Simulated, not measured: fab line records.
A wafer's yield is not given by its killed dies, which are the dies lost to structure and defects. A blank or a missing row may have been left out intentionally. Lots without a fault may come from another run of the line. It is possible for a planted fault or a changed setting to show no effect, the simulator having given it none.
fab line records	flow n5Finfet
record: lots: 5	wafers: 14	lastDay: 21
route steps=1938 shown FIN_SAQP@106 BEOL_M4@1111 PASSIVATION@1936
lots untouched by any fault: they come from a run of this same line in which no faults occurred
startH: start of the lot's first displayed wafer, in hours after the record's first day	waitH: time in hours since the lot's previous step	" same as the row above	L1.1+2: a single row standing in for several wafers	- no value, or no start given	* or withheld: withheld	< > ~ a bound
route shown NAME@n: a module of which the file shows steps, and the number in the route of the first	usual: the fault-free wafers' mean and standard deviation	same: alike in all rows	chamber/n: place in a boat	sites: the reading at each site	_std_site: how widely they spread, as a standard deviation	_edge_site: mean of outer sites minus mean of inner sites	radiusMm: how far each site lies from the wafer's centre	mask NAME#n: copy n	behind: tool/chamber where the wafer was last shaped	hold: why the lot was held/for how many hours/how that ended	device: the n, p or np transistor that did not switch	end of line: tests of these same wafers at the route's end	a step given without rows: its recipe and nothing more	killed: at the first sort, the dies lost to defects and structure; wafer yield is something else	map: a wafer's dies, marking killed ones x, the rest . and places with no die _
set.NAME: the setting that was run; set.NAME@STEP: the one run at that earlier step	model.NAME: the simulator's own value behind a step, which no gauge read
lots at selected steps of the route; one table per step, one row per wafer
services: a tool's chamber out of use, with start hour (startH, from the record's first day; less than 0 if before it), hours out, and reason
== steps ==
step: N5_FIN_SAQP_EBR_12
recipe: solvent: PGMEA	ebrWidthMm: 1.5
step: N5_FIN_SAQP_SOFTBAKE_11
recipe: tempC: 110	timeS: 60	resist: CAR-ArF
step: N5_FIN_SAQP_EXPOSE_13
recipe: maskId: FIN_CORE	na: 1.35	sourceShape: dipole	sigmaInner: 0.538	sigmaOuter: 0.738	polarization: te	targetCdNm: 35.6	doseMj: 63.25
step: N5_FIN_SAQP_PEB_14
recipe: pebTempC: withheld	pebTimeS: 60	resist: CAR-ArF
step: N5_FIN_SAQP_DEVELOP_15
recipe: developTimeS: 30	developer: TMAH	resist: CAR-ArF	devTempC: 23	rinseLiquid: diw	dry: airSpin
step: N5_FIN_SAQP_CD_MEAS_16
recipe: targetCdNm: 35.6	landingEnergyEv: 500	detector: seInlens
usual: cdNm: 35.3/0.42
lot.wafer	tool	chamber	startH	waitH	cdNm
L132.1	cdSem-03	0	22.87	-	35.0
L132.2	"	0	"	"	34.8
L132.6	"	0	"	"	35.3
L142.1	cdSem-01	0	82.81	-	35.4
L142.6	"	0	"	"	35.2
L144.1	cdSem-03	0	96.65	-	34.4
L144.2	"	0	"	"	34.6
L144.4	"	0	"	"	34.6
L150.1	cdSem-03	0	129.52	-	35.0
L150.2	"	0	"	"	35.1
L150.4	"	0	"	"	34.7
L154.2	cdSem-03	0	154.39	-	34.9
L154.3	"	0	"	"	35.1
L154.4	"	0	"	"	34.4
step: N5_FIN_SAQP_OVL_MEAS_17
recipe: pointsPerWafer: 44
usual: FIN_CORE_OVL: -0.1/0.81
lot.wafer	tool	chamber	startH	waitH	FIN_CORE_OVL[nm]
L132.1	overlay-01	0	22.91	0.0	-1.1
L132.2	"	0	"	"	-0.8
L132.6	"	0	"	"	-1.0
L142.1	overlay-01	0	82.85	0.0	-0.6
L142.6	"	0	"	"	-0.6
L144.1	overlay-01	0	96.69	0.0	-0.7
L144.2	"	0	"	"	-1.0
L144.4	"	0	"	"	-1.6
L150.1	overlay-01	0	129.56	0.0	1.2
L150.2	"	0	"	"	1.1
L150.4	"	0	"	"	0.2
L154.2	overlay-02	0	154.43	0.0	-0.1
L154.3	"	0	"	"	-1.4
L154.4	"	0	"	"	-0.1
step: N5_FIN_SAQP_INSPECT_18
recipe: mode: adi	inspectInstrument: brightfield
usual: rawDefectCount: 437/130
lot.wafer	tool	chamber	startH	waitH	rawDefectCount
L132.1	defectInspect-01	-	22.93	0.0	309
L132.2	"	-	"	"	340
L132.6	"	-	"	"	260
L142.1	defectInspect-02	-	82.87	0.0	458
L142.6	"	-	"	"	478
L144.1	defectInspect-02	-	96.72	0.0	504
L144.2	"	-	"	"	407
L144.4	"	-	"	"	452
L150.1	defectInspect-01	-	129.58	0.0	316
L150.2	"	-	"	"	320
L150.4	"	-	"	"	249
L154.2	defectInspect-01	-	154.46	0.0	458
L154.3	"	-	"	"	587
L154.4	"	-	"	"	426
step: N5_FIN_SAQP_DESCUM_21
recipe: chemistry: O2	timeS: 7.9	sourcePowerW: 50	biasPowerW: 20	pressureMtorr: 20	rfFrequencyHz: 2.712e+07	tempC: 40	resist: CAR-ArF	o2FlowSccm: 225
usual: drypumpMotorCurrentA: 5.9/0.41	oesProductAu: 0.80/0.09	rfVppV: 243.6/1.3	showerheadPlenumPTorr: 2.12/0.063	tempC: 39.98/0.13	throttleValvePct: 20.34/0.27
lot.wafer	tool	chamber	startH	waitH	drypumpMotorCurrentA	oesProductAu	rfHoursCounterH	rfVppV	showerheadPlenumPTorr	tempC	throttleValvePct
L132.1	rieDiel-01	2	22.96	0.0	5.5	0.77	126	243.1	2.09	39.90	20.03
L132.2	"	3	"	"	6.4	0.79	121	245.0	2.11	39.87	20.15
L132.6	"	0	"	"	6.2	0.88	-	246.4	2.22	40.14	20.20
L142.1	rieDiel-04	1	83.33	0.5	6.3	0.98	7	243.7	2.15	39.96	20.41
L142.6	"	2	"	"	5.7	0.83	-	243.6	2.09	39.83	20.09
L144.1	rieDiel-01	3	96.75	0.0	6.4	0.77	142	243.0	2.11	39.90	20.17
L144.2	"	1	"	"	6.0	0.71	206	242.8	2.09	39.97	20.83
L144.4	"	0	"	"	6.2	0.85	48	244.7	2.21	40.13	20.23
L150.1	rieDiel-01	1	129.76	0.2	5.9	0.70	213	242.7	2.09	40.08	20.85
L150.2	"	2	"	"	5.6	0.75	154	242.6	2.08	39.91	20.09
L150.4	"	3	"	"	6.4	0.76	149	243.2	2.10	39.87	20.18
L154.2	rieDiel-05	3	154.49	0.0	6.7	0.91	12	245.5	2.26	40.02	20.39
L154.3	"	2	"	"	5.7	0.89	34	243.4	2.11	39.93	20.05
L154.4	"	0	"	"	5.7	0.82	50	244.0	2.22	39.81	20.07
step: N5_FIN_SAQP_ETCH_51
recipe: chemistry: CF4	target: SiARC	targetDepthA: 455	maskMaterial: CAR-ArF	timeS: 75.8	ionEnergyEv: 80	pressureMtorr: 40	sourceW: 545	biasW: 36	Ar_flow_sccm: 100	cf4FlowSccm: 100	ends: cleared
step: N5_FIN_SAQP_ETCH_52
recipe: chemistry: N2/H2	target: SOC	targetDepthA: 1000	overetchA: 200	maskMaterial: SiARC	tempC: 40	timeS: 150	ionEnergyEv: 200	pressureMtorr: 30	sourceW: 840	biasW: 150	n2FlowSccm: 200	h2FlowSccm: 200	ends: endPoint
usual: biasW: 149.9/0.49	drypumpMotorCurrentA: 5.9/0.41	oesProductAu: 0.71/0.077	rfVppV: 525.0/2.2	showerheadPlenumPTorr: 2.58/0.082	tempC: 40.01/0.12	throttleValvePct: 17.80/0.27
lot.wafer	tool	chamber	startH	waitH	biasW	drypumpMotorCurrentA	oesProductAu	rfHoursCounterH	rfVppV	showerheadPlenumPTorr	tempC	throttleValvePct
L132.1	rieDiel-01	2	23.05	0.0	149.5	5.6	0.70	126	525.1	2.56	39.87	17.62
L132.2	"	3	"	"	150.3	6.4	0.70	121	523.9	2.55	39.94	17.52
L132.6	"	0	"	"	148.8	6.2	0.81	-	527.6	2.74	39.98	17.92
L142.1	rieDiel-04	1	83.43	0.0	149.4	6.3	0.87	7	526.6	2.62	40.17	18.01
L142.6	"	2	"	"	149.8	5.7	0.74	-	525.3	2.56	39.98	17.57
L144.1	rieDiel-01	3	96.84	0.0	150.4	6.5	0.68	142	523.8	2.54	39.82	17.55
L144.2	"	1	"	"	149.4	5.9	0.63	206	523.7	2.51	39.83	18.09
L144.4	"	0	"	"	149.8	6.2	0.77	48	528.7	2.73	40.32	17.97
L150.1	rieDiel-01	1	129.86	0.0	149.2	5.9	0.62	213	523.5	2.50	40.05	18.08
L150.2	"	2	"	"	149.6	5.5	0.67	154	524.2	2.55	40.10	17.67
L150.4	"	3	"	"	149.8	6.4	0.68	149	523.4	2.54	40.18	17.55
L154.2	rieDiel-05	3	154.58	0.0	151.0	6.7	0.82	12	528.2	2.69	40.03	17.40
L154.3	"	2	"	"	149.1	5.8	0.80	34	522.9	2.60	39.91	17.67
L154.4	"	0	"	"	150.0	5.7	0.74	50	528.4	2.67	40.03	17.27
step: N5_FIN_SAQP_STRIP_53
recipe: chemistry: N2/H2	tempC: 40	n2FlowSccm: 200	h2FlowSccm: 200	rfFrequencyHz: 6e+07
step: N5_FIN_SAQP_HM_OPEN_73
recipe: chemistry: CHF3/O2	target: SiO2	stopOn: a-Si	targetDepthA: 120	overEtchFrac: 1.8	maskMaterial: SOC	timeS: 16.8	pressureMtorr: 30	sourceW: 650	biasW: 170	Ar_flow_sccm: 200	CHF3_flow_sccm: 50	O2_flow_sccm: 5	ionEnergyEv: 200	ends: endPoint
usual: biasW: 169.9/0.54	drypumpMotorCurrentA: 5.9/0.41	oesProductAu: 0.48/0.051	rfVppV: 528/17	showerheadPlenumPTorr: 2.44/0.078	throttleValvePct: 18.73/0.19
same: overEtchFrac: 1.8
lot.wafer	tool	chamber	startH	waitH	biasW	drypumpMotorCurrentA	oesProductAu	rfHoursCounterH	rfVppV	showerheadPlenumPTorr	throttleValvePct	model.SOC_of_FIN_SAQP_COAT_49.thkNm	model.SiARC_of_FIN_SAQP_COAT_50.thkNm	model.a-Si_of_FIN_SAQP_PECVD_06.thkNm
L132.1	rieDiel-01	2	23.16	0.0	170.0	5.5	0.46	126	537	2.42	18.63	100.3	4.507	59.76
L132.2	"	3	"	"	170.0	6.4	0.46	121	535	2.42	18.50	100.3	5.862	58.93
L132.6	"	0	"	"	169.5	6.2	0.54	-	518	2.58	18.77	100.7	6.178	59.87
L142.1	rieDiel-04	1	83.53	0.0	170.8	6.3	0.57	8	509	2.49	18.87	92.18	0	54.69
L142.6	"	2	"	"	170.0	5.7	0.49	-	554	2.43	18.54	100.5	4.156	58.93
L144.1	rieDiel-01	3	96.95	0.0	170.2	6.5	0.46	142	533	2.41	18.54	99.59	6.092	60.84
L144.2	"	1	"	"	170.2	5.9	0.41	206	533	2.37	18.98	99.59	5.119	60.66
L144.4	"	0	"	"	169.3	6.2	0.52	48	519	2.58	18.80	99.6	5.902	60
L150.1	rieDiel-01	1	129.96	0.0	170.4	6.0	0.42	213	533	2.37	18.95	100.2	4.674	59.38
L150.2	"	2	"	"	169.8	5.5	0.46	155	537	2.41	18.67	99.82	4.419	60.14
L150.4	"	3	"	"	170.2	6.5	0.46	149	534	2.40	18.55	99.87	5.556	60.74
L154.2	rieDiel-05	3	154.69	0.0	168.6	6.7	0.55	12	523	2.58	18.66	99.35	4.6	60.57
L154.3	"	2	"	"	169.7	5.8	0.53	34	524	2.43	18.49	99.7	5.787	60.25
L154.4	"	0	"	"	170.4	5.7	0.49	50	509	2.54	18.47	99.53	5.691	61.11
step: N5_FIN_SAQP_STRIP_74
recipe: chemistry: CHF3/O2	resist: SiARC	rfFrequencyHz: 6e+07
step: N5_FIN_SAQP_MANDREL_ETCH_22
recipe: targetDepthA: 600	chemistry: HBr/Cl2	target: a-Si	stopOn: SiNx	btTimeS: 10	overEtchFrac: 0.5	timeS: 30	pressureMtorr: 10	icpW: 800	biasW: 75	HBr_flow_sccm: 150	Cl2_flow_sccm: 80	ends: endPoint
usual: HBr_flow_sccm: 150.0/0.49	biasW: 75.03/0.21	drypumpMotorCurrentA: 5.9/0.41	oesProductAu: 0.765/0.014	throttleValvePct: 35.3/0.33
same: overEtchFrac: 0.5
lot.wafer	tool	chamber	startH	waitH	HBr_flow_sccm	biasW	drypumpMotorCurrentA	oesProductAu	rfHoursCounterH	throttleValvePct	model.SOC_of_FIN_SAQP_COAT_49.thkNm	model.etch.depthNm
L132.1	rieSi-03	2	23.25	0.0	149.9	74.84	5.7	0.755	67	35.1	77.94	59.76
L132.2	"	1	"	"	150.4	75.12	5.4	0.758	2	35.4	75.83	58.93
L132.6	"	3	"	"	149.9	74.89	5.3	0.768	-	35.3	76.56	59.87
L142.1	rieSi-01	3	83.62	0.0	149.8	75.07	6.2	0.715	77	36.2	68.3	54.69
L142.6	"	2	"	"	150.1	74.90	6.1	0.756	-	35.2	76.71	58.93
L144.1	rieSi-03	1	97.03	0.0	150.1	74.93	5.5	0.777	3	35.4	74.95	60.84
L144.2	"	2	"	"	150.0	75.04	5.8	0.758	69	35.1	77.17	60.66
L144.4	"	0	"	"	151.0	74.79	6.8	0.779	9	35.1	75.49	60
L150.1	rieSi-01	2	130.05	0.0	149.9	74.99	6.1	0.757	63	35.2	76.29	59.38
L150.2	"	3	"	"	150.5	75.06	6.2	0.755	78	36.1	75.93	60.14
L150.4	"	0	"	"	149.9	74.97	5.8	0.756	150	34.6	75.75	60.74
L154.2	rieSi-02	3	154.77	0.0	150.0	74.94	5.4	0.793	148	35.6	75.44	60.57
L154.3	"	2	"	"	150.1	75.03	5.7	0.769	3	35.2	75.47	60.25
L154.4	"	2	"	"	149.6	74.89	5.8	0.771	-	35.2	75.64	61.11
step: N5_FIN_SAQP_STRIP_55
recipe: chemistry: N2/H2	powerW: 500	tempC: 40	pressureMtorr: 50	rfFrequencyHz: 6e+07	overashFraction: 0.3	biasPowerW: 28	h2Frac: 0.5	n2FlowSccm: 300	h2FlowSccm: 300
usual: drypumpMotorCurrentA: 5.9/0.4	oesProductAu: 0.80/0.098	rfVppV: 122.1/1.4	showerheadPlenumPTorr: 3.40/0.12	tempC: 40.00/0.11	throttleValvePct: 19.0/0.51
lot.wafer	tool	chamber	startH	waitH	drypumpMotorCurrentA	oesProductAu	rfHoursCounterH	rfVppV	showerheadPlenumPTorr	tempC	throttleValvePct
L132.1	rieDiel-05	3	23.35	0.1	6.7	0.72	235	119.2	3.16	40.13	18.6
L132.2	"	1	"	"	6.2	0.69	231	120.5	3.20	40.01	19.9
L132.6	"	3	"	"	6.7	0.71	-	119.5	3.16	39.94	18.6
L142.1	rieDiel-04	3	83.72	0.1	5.7	0.72	213	125.3	3.46	39.81	18.8
L142.6	"	1	"	"	6.3	0.98	-	122.1	3.46	40.03	19.6
L144.1	rieDiel-01	3	97.13	0.1	6.4	0.77	142	122.6	3.36	40.10	18.7
L144.2	"	1	"	"	6.0	0.71	206	121.9	3.31	39.87	19.3
L144.4	"	0	"	"	6.2	0.87	48	125.1	3.59	40.00	19.4
L150.1	rieDiel-04	2	130.15	0.1	5.7	0.82	79	121.3	3.38	40.14	18.8
L150.2	"	1	"	"	6.3	0.94	21	123.0	3.45	39.95	19.6
L150.4	"	0	"	"	5.2	0.69	225	121.5	3.33	40.14	19.2
L154.2	rieDiel-05	1	154.92	0.1	6.2	0.97	5	123.1	3.60	39.79	19.6
L154.3	"	0	"	"	5.7	0.84	50	119.9	3.52	39.99	18.2
L154.4	"	3	"	"	6.7	0.91	12	123.0	3.55	39.93	18.3
step: N5_FIN_SAQP_STRIP_23
recipe: chemistry: SPM	timeS: 750	tempC: 130	h2so4H2o2VolRatio: 4
step: N5_FIN_SAQP_SRD_66
recipe: dry: ipaMarangoni	timeS: 30	tempC: 23	rinseLiquid: diw
step: N5_FIN_SAQP_RECESS_75
recipe: chemistry: HF/NH3	target: SiO2	targetDepthA: 144	afsCycles: 3	tempC: 30	sublimationTempC: 180	sublimationTimeS: 60
usual: drypumpMotorCurrentA: 5.7/0.45	tempC: 30.01/0.1
lot.wafer	tool	chamber	startH	waitH	drypumpMotorCurrentA	tempC
L132.1	vaporEtch-02	0	23.67	0.0	6.2	30.23
L132.2	"	1	"	"	5.1	29.86
L132.6	"	1	"	"	5.2	29.99
L142.1	vaporEtch-02	0	84.04	0.0	6.2	30.03
L142.6	"	0	"	"	6.1	29.83
L144.1	vaporEtch-01	0	97.46	0.0	5.4	30.07
L144.2	"	1	"	"	6.1	29.95
L144.4	"	0	"	"	5.4	30.05
L150.1	vaporEtch-01	0	130.70	0.0	5.4	30.19
L150.2	"	1	"	"	6.2	30.05
L150.4	"	0	"	"	5.4	30.12
L154.2	vaporEtch-01	0	155.25	0.0	5.4	29.98
L154.3	"	0	"	"	5.4	30.08
L154.4	"	1	"	"	6.2	30.09
step: N5_FIN_SAQP_SPACER1_ALD_24
recipe: material: SiO2	targetThkA: 203	tempC: 300	aldPrecursorFamily: BDEAS	aldCoReactant: O2-plasma	pulseTimeS: 1	purgeTimeS: 2	coReactantPurgeTimeS: 2	aldCycles: 218	pressureTorr: 2
step: N5_FIN_SAQP_SPACER1_ETCHBACK_25
recipe: chemistry: CHF3/O2	mode: anisotropicEtchback	target: SiO2	targetDepthA: 244	timeS: 12.2	pressureMtorr: 30	sourceW: 650	biasW: 170	Ar_flow_sccm: 200	CHF3_flow_sccm: 50	O2_flow_sccm: 5	ionEnergyEv: 200
usual: biasW: 170.0/0.5	drypumpMotorCurrentA: 5.9/0.4	oesProductAu: 0.79/0.089	rfVppV: 527/16	showerheadPlenumPTorr: 2.44/0.079	throttleValvePct: 18.82/0.2
lot.wafer	tool	chamber	startH	waitH	biasW	drypumpMotorCurrentA	oesProductAu	rfHoursCounterH	rfVppV	showerheadPlenumPTorr	throttleValvePct	model.a-Si_of_FIN_SAQP_PECVD_06.thkNm
L132.1	rieDiel-04	1	25.86	0.4	170.0	6.3	0.69	247	509	2.49	19.38	58.8
L132.2	"	3	"	"	168.7	5.7	0.74	200	538	2.47	18.83	58
L132.6	"	0	"	"	170.2	5.1	0.70	-	493	2.37	19.02	59
L142.1	rieDiel-05	3	86.40	0.4	169.6	6.7	0.71	249	515	2.29	19.09	53.8
L142.6	"	3	"	"	169.8	6.7	0.71	-	515	2.29	19.09	58
L144.1	rieDiel-04	3	101.56	0.4	169.9	5.6	0.73	216	537	2.46	18.88	59.8
L144.2	"	2	"	"	169.4	5.7	0.83	70	553	2.43	18.64	59.8
L144.4	"	0	"	"	169.7	5.1	0.69	214	492	2.36	19.04	59.2
L150.1	rieDiel-01	0	131.80	0.4	169.9	6.2	0.84	55	519	2.57	18.89	58.4
L150.2	"	1	"	"	169.3	5.9	0.70	213	531	2.37	19.05	59.2
L150.4	"	3	"	"	169.9	6.4	0.74	150	533	2.40	18.61	59.8
L154.2	rieDiel-01	2	156.50	0.5	170.0	5.5	0.74	164	537	2.41	18.75	59.6
L154.3	"	0	"	"	169.6	6.2	0.84	65	518	2.57	18.91	59.4
L154.4	"	3	"	"	169.2	6.5	0.75	159	534	2.40	18.63	60.2
step: N5_FIN_SAQP_MANDREL1_REMOVE_56
recipe: chemistry: HBr/Cl2/O2	btTimeS: 10	target: a-Si	stopOn: SiNx	endpoint: OES-SiCl	overEtchFrac: 1	icpW: 600	biasW: 22	HBr_flow_sccm: 150	Cl2_flow_sccm: 80	O2_flow_sccm: 5	pressureMtorr: 10
usual: HBr_flow_sccm: 150.0/0.46	biasW: 22.00/0.069	drypumpMotorCurrentA: 5.9/0.4	oesProductAu: 0.996/0.014	throttleValvePct: 36.7/0.34
same: overEtchFrac: 1
lot.wafer	tool	chamber	startH	waitH	HBr_flow_sccm	biasW	drypumpMotorCurrentA	oesProductAu	rfHoursCounterH	throttleValvePct
L132.1	rieSi-03	2	25.95	0.1	150.1	21.96	5.8	0.973	67	36.5
L132.2	"	0	"	"	150.5	21.99	6.8	1.009	8	36.5
L132.6	"	1	"	"	149.7	21.93	5.4	1.010	-	36.8
L142.1	rieSi-03	1	86.49	0.1	149.4	21.81	5.5	1.014	3	36.8
L142.6	"	0	"	"	150.3	21.99	6.8	1.008	-	36.5
L144.1	rieSi-01	2	101.65	0.1	150.6	22.14	6.1	0.993	63	36.5
L144.2	"	0	"	"	150.4	21.96	5.9	0.989	149	36.0
L144.4	"	3	"	"	150.4	21.96	6.2	0.970	77	37.5
L150.1	rieSi-03	1	131.89	0.1	150.0	22.00	5.5	0.999	4	36.8
L150.2	"	3	"	"	149.9	22.18	5.3	1.000	123	36.6
L150.4	"	0	"	"	149.3	21.90	6.8	1.013	10	36.5
L154.2	rieSi-01	0	156.59	0.1	150.4	22.01	5.9	0.985	150	36.0
L154.3	"	1	"	"	149.8	22.08	5.9	1.019	72	36.7
L154.4	"	3	"	"	149.4	21.96	6.2	0.972	79	37.5
step: N5_BEOL_M4_RC_MEAS_101
usual: DIBL_N: 37.7/2	DIBL_P: 37.7/2.3	IOFF_N: 0.18/0.039	IOFF_P: 0.23/0.042	ION_N: 681/12	ION_P: 463/8	SS_N: 71.9/0.68	SS_P: 73.6/0.71	VT_N: 248/3.2	VT_P: -249/3.1
lot.wafer	tool	chamber	startH	waitH	DIBL_N[mV/V]	DIBL_P[mV/V]	IOFF_N[nA/um]	IOFF_P[nA/um]	ION_N[uA/um]	ION_P[uA/um]	SS_N[mV/dec]	SS_P[mV/dec]	VT_N[mV]	VT_P[mV]
L132.1	prober-01	0	270.98	0.0	40.1	41.4	0.26	0.37	700	488	72.4	74.8	242	-240
L132.2	"	0	"	"	40.0	41.2	0.26	0.35	701	481	72.5	74.1	243	-240
L132.6	"	0	"	"	37.4	38.0	0.18	0.27	677	467	71.3	73.6	247	-244
L142.1	prober-02	0	323.10	0.0	34.1	34.6	0.14	0.18	668	453	70.5	72.2	250	-252
L142.6	"	0	"	"	36.5	37.8	0.20	0.22	686	462	72.0	73.3	246	-248
L144.1	prober-02	0	326.75	0.0	40.5	39.8	0.26	0.26	702	466	72.6	74.1	241	-245
L144.2	"	0	"	"	38.0	37.5	0.19	0.22	694	467	72.0	73.7	247	-250
L144.4	"	0	"	"	37.8	36.4	0.18	0.21	664	454	72.2	74.0	250	-254
L150.1	prober-01	0	360.05	0.0	40.2	38.8	0.22	0.27	684	466	72.6	73.9	245	-247
L150.2	"	0	"	"	35.7	34.9	0.13	0.18	664	460	70.7	73.0	250	-253
L150.4	"	0	"	"	39.5	38.7	0.21	0.25	688	471	71.4	73.8	247	-246
L154.2	prober-02	0	389.25	0.2	33.0	31.6	0.11	0.16	654	450	70.5	72.0	255	-252
L154.3	"	0	"	"	36.0	36.1	0.16	0.22	661	457	71.9	74.1	248	-250
L154.4	"	0	"	"	35.5	35.9	0.17	0.21	680	470	71.7	72.5	249	-246
step: N5_PASSIVATION_PROBE_49
usual: defectLimitedYield: 91.1/1.4	killed_at_M0_to_M3: 34/9.6	killed_at_M4_up: 15/5.3	killedAtContacts: 12/6.1	killedAtFrontEnd: 40/11	killedAtOther: 3.5/2.8	killedDies: 105/17	killedOpen: 70/12	killedShort: 34/7.7	sort_bin_4_leakage: 0.01/0.07	sort_bin_5_function: 5.2/0.97	sort_bin_6_memory: 3.4/0.62	sortNPass: 1075/17	sortYieldPct: 91.1/1.4
same: grossDies: 1180	killedAtBackSide: 0	sort_bin_8_speed[%]: 0
lot.wafer	tool	chamber	startH	waitH	defectLimitedYield[%]	killed_at_M0_to_M3	killed_at_M4_up	killedAtContacts	killedAtFrontEnd	killedAtOther	killedDies	killedOpen	killedShort	sort_bin_4_leakage[%]	sort_bin_5_function[%]	sort_bin_6_memory[%]	sortNPass	sortYieldPct[%]
L142.1	prober-01	-	435.73	0.0	90.9	38	20	9	39	1	107	66	39	0	4.7	3.9	1073	90.9
killed by level:class
L142.1 BEOL_M0_SAQP:geometricParticle:short=10 DUMMY_GATE:geometricParticle:open=9 BEOL_M2:geometricParticle:open=8 MOL_CONTACT_COAG:geometricParticle:open=6 BEOL_M0_SAQP:geometricParticle:open=6 FIN_SAQP:geometricParticle:short=5 FIN_SAQP:geometricParticle:open=5 BEOL_M3:geometricParticle:open=5
== services ==
tool	chamber	startH	hours	kind
rieDiel-01	2	-0.06	8.4	repair
rieDiel-05	-	1.98	0.2	repair
rieSi-02	2	9.28	5.8	repair
rieDiel-01	1	10.07	16.5	repair
rieDiel-04	2	16.14	10.4	repair
vaporEtch-02	0	17.73	3.6	repair
rieDiel-04	1	39.38	-	clean
rieDiel-04	1	39.38	-	consumableReplace:focusRing
rieDiel-04	1	39.38	12.5	scheduledDown
rieDiel-04	1	39.38	12.5	ventCycle
rieSi-03	1	72.40	7.9	repair
rieDiel-05	3	89.42	-	clean
rieDiel-05	3	89.42	-	consumableReplace:focusRing
rieDiel-05	3	89.42	-	consumableReplace:showerhead
rieDiel-05	3	89.42	32.7	scheduledDown
rieDiel-05	3	89.42	32.7	ventCycle
rieDiel-05	-	89.99	15.6	pm
rieDiel-01	-	109.73	14.6	pm
rieSi-02	3	113.66	15.8	repair
rieDiel-05	1	122.16	-	clean
rieDiel-05	1	122.16	-	consumableReplace:focusRing
rieSi-03	1	133.48	3.0	repair
rieSi-02	-	148.65	0.1	repair
rieSi-02	0	154.09	8.8	repair
== key ==
firstSign: step: N5_FIN_SAQP_MANDREL_ETCH_22	reading: oesProductAu	direction: down	sigmas: 3.6	usual: 0.765	struck: 0.715
effect none on later readings
modelEffect: step: N5_FIN_SAQP_HM_OPEN_73	value: SOC_of_FIN_SAQP_COAT_49.thkNm	without: 100.3	struck: 92.18
modelEffect: step: N5_FIN_SAQP_MANDREL_ETCH_22	value: SOC_of_FIN_SAQP_COAT_49.thkNm	without: 76.43	struck: 68.3
modelEffect: step: N5_FIN_SAQP_SPACER1_ETCHBACK_25	value: a-Si_of_FIN_SAQP_PECVD_06.thkNm	without: 58	struck: 53.8
metAt N5_FIN_SAQP_HM_OPEN_73
struckWafers L142.1
fault: kind: processParameterDrift	tool: rieDiel-04	chamber: -	onsetH: 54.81	steps: N5_FIN_SAQP_HM_OPEN_73	channel: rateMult	offset: 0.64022	shape: step	endH: 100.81	scope: struckWafersOnly
